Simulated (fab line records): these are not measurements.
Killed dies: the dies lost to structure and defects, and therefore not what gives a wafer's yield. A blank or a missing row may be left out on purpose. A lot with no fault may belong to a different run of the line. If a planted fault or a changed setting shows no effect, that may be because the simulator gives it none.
Matching of chambers + flow n5Finfet + N5_BEOL_M11_DESCUM_16 on rieDiel-02 has 4 sister chambers
The step chemistry O2, time 7.9 s. 8 wafers are shown with their chamber, then 7 later ones without.

## WAFERS, EACH WITH ITS CHAMBER
| wafer  | chamber | drypumpMotorCurrentA (A) | showerheadPlenumPTorr (Torr) |
|--------|---------|--------------------------|------------------------------|
| L076.2 | 2       | 6.5                      | 2.06                         |
| L076.3 | 0       | 5.1                      | 2.15                         |
| L081.4 | 1       | 5.8                      | 2.10                         |
| L086.1 | 2       | 6.4                      | 2.05                         |
| L086.2 | 1       | 5.7                      | 2.09                         |
| L086.4 | 3       | 5.6                      | 2.22                         |
| L091.3 | 3       | 5.6                      | 2.22                         |
| L091.4 | 0       | 5.1                      | 2.15                         |

## WAFERS WITHOUT THEIR CHAMBER
| wafer  | drypumpMotorCurrentA (A) | showerheadPlenumPTorr (Torr) |
|--------|--------------------------|------------------------------|
| L091.5 | 6.5                      | 2.05                         |
| L096.3 | 5.8                      | 2.08                         |
| L096.5 | 5.7                      | 2.08                         |
| L096.6 | 5.7                      | 2.08                         |
| L095.1 | 6.5                      | 2.05                         |
| L095.4 | 6.5                      | 2.05                         |
| L095.6 | 5.6                      | 2.22                         |

## THE CHAMBER EACH PASSED THROUGH
| wafer  | from the rows above | in truth |
|--------|---------------------|----------|
| L091.5 | 2                   | 2        |
| L096.3 | 1                   | 1        |
| L096.5 | 1                   | 1        |
| L096.6 | 1                   | 1        |
| L095.1 | 2                   | 2        |
| L095.4 | 2                   | 2        |
| L095.6 | 3                   | 3        |
Correctly placed: 7 of 7. Number that these rows cannot place: 0. Number placed wrongly: 0.
How it was worked out, from the rows above alone: a wafer's distance from a chamber is the root of the sum, over the readings, of the square of ((its reading less the chamber's mean) divided by the reading's scatter). If the next closest chamber is less than 2 further off than the closest, the wafer can't be placed; otherwise it belongs to the closest. The mean given for a chamber averages the wafers shown for that chamber. The scatter is the square root of a quotient: the sum, over the shown wafers, of each reading's squared deviation from its chamber's mean, divided by wafers minus chambers.
